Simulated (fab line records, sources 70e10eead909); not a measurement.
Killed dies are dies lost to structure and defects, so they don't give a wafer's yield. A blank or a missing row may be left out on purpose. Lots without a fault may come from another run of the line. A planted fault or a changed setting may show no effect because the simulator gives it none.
fab line records | flow nand_harc
record lots=12 wafers=36 last_day=24
route steps=1159 shown A_STAIRCASE@551 END@1159
lots that met no fault: from a run of the same line without faults
start_h: hours from the record's first day to the start of the lot's first wafer shown | wait_h: hours since the lot's step before | " the same as in the row above | L1.1+2: a row that stands for several wafers | - no value, or no start given | * or withheld: withheld | < > ~ a bound
route shown NAME@n: a module of which the file shows steps, and the number in the route of the first | usual: mean/standard deviation of fault-free wafers | same: alike in all rows | chamber/n: place in a boat | sites: the reading at each site | _std_site: their standard deviation | _edge_site: outer sites' mean less inner sites' | radius_mm: how far each site lies from the wafer's centre | mask NAME#n: copy n | behind: the tool/chamber that last shaped the wafer | hold: why the lot was held/for how many hours/how that ended | device: the transistor (n, p or np) that didn't switch | end of line: the same wafers' tests at the end of the route | a step without rows: its recipe alone | killed: dies lost to structure and defects at the first sort, not the wafer's yield | map: a wafer's dies, x killed, . not, _ none there
set.NAME: the setting as run; set.NAME@STEP: as run at that earlier step | model.NAME: the simulator's own value behind a step, which no gauge read
steps of the route over a sample of lots; a table a step, a row a wafer
services: from which hour (start_h, from the record's first day; less than 0 if before it) a tool's chamber was out of use, for how many hours, and why
## steps
# step NHARC_A_STAIRCASE_ETCH_15
# recipe target_depth_a=1000 time_s=40.5 ion_energy_ev=400 c4f8_flow_sccm=20 o2_flow_sccm=10 ar_flow_sccm=withheld rf_w=600 bias_w=1000 chemistry=C4F8/O2
# usual oes_product_au=0.941/0.011 rf_vpp_V=897/4
# columns lot.wafer tool chamber start_h wait_h oes_product_au rf_hours_counter_h rf_vpp_V
L586.2 rie_diel-04 3 256.43 - 0.948 52 897
L586.4 " 0 " " 0.928 51 899
L586.5 " 2 " " 0.944 - 902
L591.2 rie_diel-09 0 294.34 - 0.939 13 901
L591.3 " 1 " " 0.912 12 902
L591.1 " 3 " " 0.936 12 891
L593.1 rie_diel-11 2 303.17 - 0.942 39 899
L593.2 " 3 " " 0.945 40 894
L593.5 " 2 " " 0.945 - 900
L595.1 rie_diel-09 2 307.36 - 0.938 15 898
L595.2 " 3 " " 0.777 17 892
L595.6 " 1 " " 0.922 - 902
L597.1 rie_diel-11 0 328.17 - 0.951 47 895
L597.4 " 1 " " 0.948 47 888
L597.5 " 0 " " 0.945 - 896
L596.1 rie_diel-09 3 328.88 - 0.769 25 893
L596.6 " 2 " " 0.939 - 897
L596.5 " 3 " " 0.765 - 890
L600.1 rie_diel-11 0 343.15 - 0.937 54 895
L600.3 " 2 " " 0.916 53 900
L600.5 " 0 " " 0.925 - 895
L602.2 rie_diel-11 0 355.19 - 0.944 58 894
L602.4 " 3 " " 0.943 - 895
L602.5 " 0 " " 0.931 - 896
L601.2 rie_diel-04 2 355.41 - 0.966 21 899
L601.3 " 0 " " 0.956 20 899
L601.6 " 2 " " 0.968 - 900
L604.2 rie_diel-04 2 360.91 - 0.945 23 901
L604.4 " 0 " " 0.945 22 900
L604.5 " 3 " " 0.939 - 896
L603.1 rie_diel-11 2 362.91 - 0.925 61 899
L603.4 " 3 " " 0.924 62 894
L603.5 " 3 " " 0.930 - 892
L605.2 rie_diel-11 3 363.16 - 0.930 63 895
L605.1 " 0 " " 0.936 62 896
L605.3 " 2 " " 0.927 61 901
# step NHARC_A_STAIRCASE_TRIM_18
# recipe time_s=211.2 o2_flow_sccm=500 ar_flow_sccm=0 bias_w=0 chemistry=O2
# usual drypump_motor_current_A=5.6/0.45 oes_product_au=1.002/0.0095 rf_vpp_V=57.8/0.85 showerhead_plenum_p_Torr=3.56/0.1 throttle_valve_pct=17.036/0.0096
# columns lot.wafer tool chamber start_h wait_h drypump_motor_current_A oes_product_au rf_hours_counter_h rf_vpp_V showerhead_plenum_p_Torr throttle_valve_pct
L586.2 rie_diel-04 2 - - 5.6 1.013 49 58.1 3.68 17.035
L586.4 " 3 " " 6.0 1.011 52 58.1 3.51 17.019
L586.5 " 2 " " 5.6 1.014 - 57.6 3.68 17.029
L591.1 rie_diel-09 2 - - 5.4 1.002 11 57.9 3.56 17.023
L591.2 " 3 " " 5.7 1.008 12 57.1 3.41 17.043
L591.3 " 0 " " 5.5 1.004 13 57.5 3.69 17.015
L593.1 rie_diel-11 0 - - 6.0 1.007 41 58.0 3.52 17.041
L593.2 " 1 " " 5.3 1.009 40 57.0 3.35 17.035
L593.5 " 3 " " 5.0 1.001 - 58.6 3.49 17.037
L595.2 rie_diel-09 3 - - 5.7 0.998 17 57.2 3.41 17.033
L595.1 " 0 " " 5.5 1.016 18 58.8 3.69 17.038
L595.6 " 1 " " 6.7 0.980 - 57.9 3.68 17.034
L597.1 rie_diel-11 2 - - 6.0 1.006 47 56.8 3.62 17.022
L597.4 " 1 " " 5.3 1.006 48 57.1 3.35 17.039
L597.5 " 2 " " 6.0 1.001 - 56.8 3.62 17.026
L596.1 rie_diel-09 2 - - 5.4 0.993 23 57.6 3.55 17.028
L596.5 " 2 " " 5.4 0.995 - 57.1 3.55 17.040
L596.6 " 3 " " 5.7 0.999 - 57.0 3.41 17.044
L600.3 rie_diel-11 3 - - 5.0 1.002 54 57.8 3.48 17.042
L600.1 " 0 " " 6.0 1.006 54 58.1 3.51 17.028
L600.5 " 3 " " 5.0 1.007 - 57.8 3.48 17.030
L602.2 rie_diel-11 0 - - 6.0 0.999 58 58.1 3.51 17.051
L602.4 " 0 " " 6.0 0.990 - 59.7 3.51 17.033
L602.5 " 2 " " 6.0 1.004 - 59.6 3.62 17.036
L601.3 rie_diel-04 1 - - 5.2 1.014 19 57.9 3.67 17.045
L601.2 " 2 " " 5.6 1.022 21 57.4 3.66 17.029
L601.6 " 2 " " 5.6 1.015 - 57.9 3.66 17.040
L604.2 rie_diel-04 0 - - 5.8 0.994 22 56.8 3.63 17.038
L604.4 " 2 " " 5.6 1.014 23 58.4 3.66 17.029
L604.5 " 0 " " 5.8 1.001 - 58.9 3.63 17.044
L603.1 rie_diel-11 2 - - 6.0 0.996 61 57.5 3.61 17.027
L603.4 " 0 " " 6.0 0.994 63 56.1 3.50 17.036
L603.5 " 3 " " 5.0 0.995 - 55.8 3.47 17.037
L605.3 rie_diel-11 0 - - 6.0 1.006 63 57.5 3.50 17.007
L605.1 " 1 " " 5.4 1.002 56 58.3 3.34 17.028
L605.2 " 2 " " 6.0 0.993 61 57.2 3.61 17.023
# step NHARC_A_STAIRCASE_ETCH_25
# recipe target_depth_a=1000 time_s=40.5 ion_energy_ev=400 c4f8_flow_sccm=20 o2_flow_sccm=10 ar_flow_sccm=withheld rf_w=600 bias_w=1000 chemistry=C4F8/O2
# usual oes_product_au=0.947/0.01 rf_vpp_V=897/4.1
# columns lot.wafer tool chamber start_h wait_h oes_product_au rf_hours_counter_h rf_vpp_V
L586.4 rie_diel-04 2 - - 0.952 49 902
L586.2 " 3 " " 0.949 53 895
L586.5 " 3 " " 0.965 - 895
L591.3 rie_diel-11 1 - - 0.948 36 889
L591.1 " 3 " " 0.931 36 895
L591.2 " 0 " " 0.944 38 896
L593.2 rie_diel-04 3 - - 0.955 3 895
L593.1 " 0 " " 0.966 3 902
L593.5 " 3 " " 0.962 - 896
L595.1 rie_diel-04 1 - - 0.944 3 902
L595.2 " 2 " " 0.946 5 900
L595.6 " 2 " " 0.945 - 902
L596.1 rie_diel-09 0 - - 0.946 27 902
L596.5 " 1 " " 0.916 - 903
L596.6 " 2 " " 0.945 - 897
L597.1 rie_diel-04 2 - - 0.974 13 901
L597.4 " 3 " " 0.946 12 894
L597.5 " 1 " " 0.966 - 901
L600.3 rie_diel-09 0 - - 0.952 30 902
L600.1 " 1 " " 0.941 28 899
L600.5 " 0 " " 0.959 - 903
L602.4 rie_diel-09 3 - - 0.942 32 891
L602.2 " 0 " " 0.956 34 901
L602.5 " 2 " " 0.939 - 895
L601.3 rie_diel-11 2 - - 0.944 58 900
L601.2 " 3 " " 0.938 59 894
L601.6 " 2 " " 0.933 - 900
L604.4 rie_diel-04 3 - - 0.941 24 895
L604.2 " 0 " " 0.956 23 900
L604.5 " 3 " " 0.944 - 893
L603.4 rie_diel-11 0 - - 0.940 63 895
L603.1 " 1 " " 0.943 57 889
L603.5 " 0 " " 0.946 - 894
L605.3 rie_diel-04 1 - - 0.961 23 902
L605.2 " 2 " " 0.960 26 901
L605.1 " 3 " " 0.946 24 894
# step NHARC_A_STAIRCASE_TRIM_26
# recipe time_s=211.2 o2_flow_sccm=500 ar_flow_sccm=0 bias_w=0 chemistry=O2
# usual drypump_motor_current_A=5.7/0.44 oes_product_au=1.004/0.0093 rf_vpp_V=57.8/0.83 showerhead_plenum_p_Torr=3.57/0.11 throttle_valve_pct=17.035/0.0087
# columns lot.wafer tool chamber start_h wait_h drypump_motor_current_A oes_product_au rf_hours_counter_h rf_vpp_V showerhead_plenum_p_Torr throttle_valve_pct
L586.2 rie_diel-04 0 - - 5.8 1.005 52 57.8 3.65 17.039
L586.4 " 2 " " 5.6 1.015 50 57.9 3.68 17.052
L586.5 " 1 " " 5.2 0.995 - 56.7 3.69 17.049
L591.2 rie_diel-11 3 - - 5.0 1.003 36 57.1 3.49 17.031
L591.3 " 0 " " 6.0 1.017 38 57.9 3.52 17.032
L591.1 " 1 " " 5.3 1.002 36 57.6 3.35 17.032
L593.1 rie_diel-04 2 - - 5.6 1.010 3 58.4 3.67 17.014
L593.2 " 3 " " 6.1 1.001 3 58.4 3.50 17.047
L593.5 " 3 " " 6.1 1.005 - 57.8 3.50 17.028
L595.1 rie_diel-04 3 - - 6.1 0.999 5 58.3 3.50 17.041
L595.2 " 0 " " 5.8 0.999 5 58.4 3.64 17.033
L595.6 " 3 " " 6.0 0.999 - 57.5 3.50 17.030
L596.1 rie_diel-09 3 - - 5.7 1.007 25 56.5 3.41 17.030
L596.6 " 0 " " 5.5 1.015 - 59.9 3.69 17.045
L596.5 " 1 " " 6.7 0.987 - 58.5 3.68 17.036
L597.4 rie_diel-04 0 - - 5.7 1.008 13 57.9 3.64 17.047
L597.1 " 1 " " 5.2 1.013 12 58.2 3.67 17.041
L597.5 " 3 " " 6.1 1.004 - 56.4 3.50 17.040
L600.3 rie_diel-09 3 - - 5.8 1.017 29 58.5 3.40 17.031
L600.1 " 1 " " 6.7 0.984 28 58.9 3.68 17.032
L600.5 " 3 " " 5.8 1.018 - 56.1 3.40 17.044
L602.4 rie_diel-09 1 - - 6.8 0.989 32 56.9 3.67 17.031
L602.2 " 2 " " 5.4 1.002 30 57.7 3.55 17.033
L602.5 " 3 " " 5.7 1.009 - 58.6 3.40 17.043
L601.2 rie_diel-11 2 - - 6.1 0.998 58 57.4 3.61 17.030
L601.3 " 0 " " 6.0 1.016 58 56.8 3.51 17.033
L601.6 " 0 " " 6.0 1.005 - 57.8 3.51 17.015
L604.2 rie_diel-04 2 - - 5.6 1.008 26 57.6 3.66 17.054
L604.4 " 3 " " 6.0 0.995 24 58.6 3.49 17.041
L604.5 " 1 " " 5.2 1.003 - 58.2 3.67 17.033
L603.1 rie_diel-11 3 - - 5.0 0.990 63 56.5 3.47 17.039
L603.4 " 1 " " 5.3 1.003 57 57.5 3.34 17.046
L603.5 " 3 " " 5.0 0.991 - 57.4 3.47 17.037
L605.2 rie_diel-04 3 - - 6.1 1.012 24 57.8 3.49 17.030
L605.1 " 0 " " 5.7 1.009 24 57.2 3.63 17.021
L605.3 " 1 " " 5.2 1.011 23 57.3 3.67 17.036
# step NHARC_END_SORT_01
# recipe temp_c=25
# usual killed_at_array=27/8.8 killed_at_other=0.4/0.82 killed_at_periphery=3.1/2.1 killed_dies=31/8.8 killed_open=3.3/2 killed_short=2.0/1.4
# same gross_dies=677
# columns lot.wafer tool chamber start_h wait_h killed_at_array killed_at_other killed_at_periphery killed_dies killed_open killed_short
L595.1 prober-02 0 505.39 2.5 24 3 4 31 2 0
L595.2 prober-02 0 506.18 2.8 673 2 2 677 7 1
L595.6 prober-02 0 509.34 3.9 23 5 4 32 3 5
L596.1 prober-01 0 546.05 2.5 675 0 2 677 1 0
L596.5 prober-01 0 549.29 3.7 672 2 2 676 4 4
L596.6 prober-01 0 550.10 4.1 34 1 0 35 7 2
# killed by level:class
L595.1 A_SLIT:chamber_film_flake=11 A_CHANNEL_HOLE_D1:chamber_film_flake=7 A_CONTACT:chamber_film_flake=5 THIN_TSV:chamber_film_flake=3 P_GATE:chamber_film_flake=2 P_GATE:geometric_particle:open=1 A_ONON_D1:geometric_particle:open=1 P_ZERO_WELL:chamber_film_flake=1
L595.2 A_STAIRCASE:area_etch=650 A_CHANNEL_HOLE_D1:chamber_film_flake=6 A_SLIT:chamber_film_flake=5 A_CONTACT:chamber_film_flake=5 A_CONTACT:geometric_particle:open=3 THIN_TSV:chamber_film_flake=2 P_M0:geometric_particle:open=1 A_ONON_D1:geometric_particle:open=1
L595.6 A_SLIT:chamber_film_flake=11 THIN_TSV:chamber_film_flake=5 A_CONTACT:chamber_film_flake=3 A_SOURCE_PLATE:geometric_particle:short=2 P_GATE:chamber_film_flake=2 A_CHANNEL_HOLE_D1:chamber_film_flake=2 P_CONTACT:geometric_particle:open=1 P_M1:geometric_particle:short=1
L596.1 A_STAIRCASE:area_etch=645 A_SLIT:chamber_film_flake=15 A_CHANNEL_HOLE_D1:chamber_film_flake=6 A_CONTACT:chamber_film_flake=4 A_ZERO_WELL:chamber_film_flake=3 A_BLC:geometric_particle:open=1 P_GATE:chamber_film_flake=1 P_M2:chamber_film_flake=1
L596.5 A_STAIRCASE:area_etch=640 A_SLIT:chamber_film_flake=16 A_CONTACT:chamber_film_flake=3 A_WL_FILL:geometric_particle:open=2 A_CHANNEL_HOLE_D1:chamber_film_flake=2 A_STAIRCASE:chamber_film_flake=2 A_SOURCE_PLATE:geometric_particle:short=1 A_CHANNEL_FILL_D1:geometric_particle:open=1
L596.6 A_SLIT:chamber_film_flake=14 A_CONTACT:chamber_film_flake=7 A_CONTACT:geometric_particle:open=2 A_CHANNEL_HOLE_D1:chamber_film_flake=2 A_ONON_D1:geometric_particle:open=1 A_CHANNEL_FILL_D1:geometric_particle:open=1 A_SGD_CUT:geometric_particle:open=1 A_SGD_CUT:geometric_particle:short=1
## services
# columns tool chamber start_h hours kind
rie_diel-09 0 238.59 5.8 repair
rie_diel-04 0 243.45 - clean
rie_diel-04 1 243.45 - clean
rie_diel-04 2 243.45 - clean
rie_diel-04 3 243.45 - clean
rie_diel-11 0 249.13 - clean
rie_diel-11 1 249.13 - clean
rie_diel-11 2 249.13 - clean
rie_diel-11 3 249.13 - clean
rie_diel-09 - 254.10 9.0 pm
rie_diel-04 0 268.19 - clean
rie_diel-04 1 268.19 - clean
rie_diel-04 2 268.19 - clean
rie_diel-04 3 268.19 - clean
rie_diel-11 0 273.64 - clean
rie_diel-11 1 273.64 - clean
rie_diel-11 2 273.64 - clean
rie_diel-11 3 273.64 - clean
rie_diel-04 1 285.68 14.8 repair
rie_diel-04 - 288.90 9.0 pm
rie_diel-04 0 288.90 9.0 vent_cycle
rie_diel-09 - 303.60 1.2 repair
rie_diel-11 0 306.40 2.2 repair
rie_diel-11 1 352.19 8.8 repair
## key
first_sign step=NHARC_A_STAIRCASE_ETCH_15 reading=oes_product_au direction=down sigmas=15 usual=0.941 struck=0.770
effect step=NHARC_END_SORT_01 reading=killed_dies direction=up sigmas=73 usual=31 struck=677
more_kills_born_at NHARC_A_STAIRCASE_ETCH_15@rie_diel-09=1935
met_at NHARC_A_STAIRCASE_ETCH_15
struck_lots L595,L596
struck_wafers L595.2,L596.1,L596.5
later_rows_left_out L595.2,L596.1,L596.5
tester_left_out L595,L596
not_acting_at NHARC_A_STAIRCASE_TRIM_18,NHARC_A_STAIRCASE_ETCH_25,NHARC_A_STAIRCASE_TRIM_26
onset_between 294.34 307.36
fault kind=process_parameter_drift tool=rie_diel-09 chamber=3 onset_h=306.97 steps=NHARC_A_STAIRCASE_ETCH_15 channel=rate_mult offset=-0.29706 shape=step end_h=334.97
# tester_left_out: of these lots the tester's yield and bins aren't shown, on N5 and GAA mostly nor the transistor test; their killed dies are dies lost to structure and defects alone, not to doping, threshold or leakage, so they don't give the yield
# later_rows_left_out: the simulator's readings of these wafers behind a module that went badly wrong aren't trusted and aren't shown, but for the sort
